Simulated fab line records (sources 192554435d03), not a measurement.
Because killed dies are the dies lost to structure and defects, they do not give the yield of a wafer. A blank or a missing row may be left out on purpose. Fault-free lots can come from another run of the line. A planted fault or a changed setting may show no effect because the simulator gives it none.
A single fault, viewed from 2 desks :: flow n5_finfet :: each desk has only its own numbers; what lay behind them comes last

THE DEFECT DESK
Lot by lot, what the route's inspections counted, given as the mean of those sampled wafers with a number. The brackets show how far a lot's mean lies from the usual mean; more than 4 standard deviations puts the lot out of limits, marked OUT.
Columns: A = raw_defect_count at N5_BEOL_M2_INSPECT_30, usual 490
lot: L613
first seen here: day 7 07:29
A: 556

lot: L616
first seen here: day 7 21:29
A: 486

lot: L618
first seen here: day 8 13:20
A: 296

lot: L624
first seen here: day 9 10:53
A: 564

lot: L625
first seen here: day 10 12:39
A: 436

lot: L626
first seen here: day 10 20:06
A: 406

lot: L630
first seen here: day 11 07:58
A: 684

lot: L634
first seen here: day 12 09:43
A: 508

lot: L635
first seen here: day 12 18:14
A: 533
This desk's finding: nothing out of limits on any of the 9 lots.

FROM THE METROLOGY DESK
What the gauges read, lot by lot, whatever tool the lot ran on: means of the sampled wafers that have a number. The brackets show how far a lot's mean lies from the usual mean; more than 4 standard deviations puts the lot out of limits, marked OUT. 7 of its 12 readings are shown: the first one out of limits and those lying furthest out on some lot.
Columns: A = V1_OVL at N5_BEOL_M2_OVL_MEAS_29, usual -0.4 nm; B = DIBL_P at N5_BEOL_M4_RC_MEAS_101, usual 35.9 mV/V; C = IOFF_N at N5_BEOL_M4_RC_MEAS_101, usual 0.149 nA/um; D = IOFF_P at N5_BEOL_M4_RC_MEAS_101, usual 0.205 nA/um; E = ION_N at N5_BEOL_M4_RC_MEAS_101, usual 671 uA/um; F = SS_P at N5_BEOL_M4_RC_MEAS_101, usual 73.2 mV/dec; G = VT_P at N5_BEOL_M4_RC_MEAS_101, usual -250.1 mV
lot: L613
first seen here: day 7 07:24
A: -0.2
B: 36.0
C: 0.160
D: 0.233
E: 673
F: 73.2
G: -247.3

lot: L616
first seen here: day 7 21:23
A: 0.1
B: 36.4
C: 0.127
D: 0.191
E: 656
F: 73.0
G: -252.3

lot: L618
first seen here: day 8 13:14
A: -1.7
B: 36.3
C: 0.136
D: 0.190
E: 669
F: 73.3
G: -250.6

lot: L624
first seen here: day 9 10:47
A: 0.1
B: 32.9
C: 0.118
D: 0.186
E: 654
F: 71.8
G: -250.8

lot: L625
first seen here: day 10 12:34
A: 2.6 (+4.1) OUT
B: 34.5
C: 0.119
D: 0.169
E: 661
F: 73.2
G: -253.8

lot: L626
first seen here: day 10 20:01
A: 3.5 (+5.3) OUT
B: 36.4
C: 0.154
D: 0.236
E: 677
F: 73.3
G: -247.6

lot: L630
first seen here: day 11 07:52
A: -0.5
B: 37.4
C: 0.159
D: 0.211
E: 680
F: 73.6
G: -251.1

lot: L634
first seen here: day 12 09:38
A: 0.2
B: 35.1
C: 0.137
D: 0.184
E: 666
F: 72.9
G: -251.0

lot: L635
first seen here: day 12 18:09
A: -0.3
B: 34.8
C: 0.153
D: 0.227
E: 672
F: 73.9
G: -247.3
Finding of this desk: L625, L626 out of limits, first seen on L625 at day 10 12:36 (V1_OVL at N5_BEOL_M2_OVL_MEAS_29). Within limits: L613, L616, L618, L624, L630, L634, L635.

PUT TOGETHER
Metrology desk: alarm possible at day 10 12:36 on L625, L626.
Nothing the defect desk looked at was out of limits.
The defect desk has L625, L626 on record, within its limits.
On euv_scanner-02, each named lot ran N5_BEOL_M2_EXPOSE_25.

WHAT THE SIMULATOR HAD PUT IN
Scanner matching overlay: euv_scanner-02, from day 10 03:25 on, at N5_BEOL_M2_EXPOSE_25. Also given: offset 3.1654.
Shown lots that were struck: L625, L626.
Delay in hours, fault start to first out-of-limits reading, per desk: metrology desk 9.
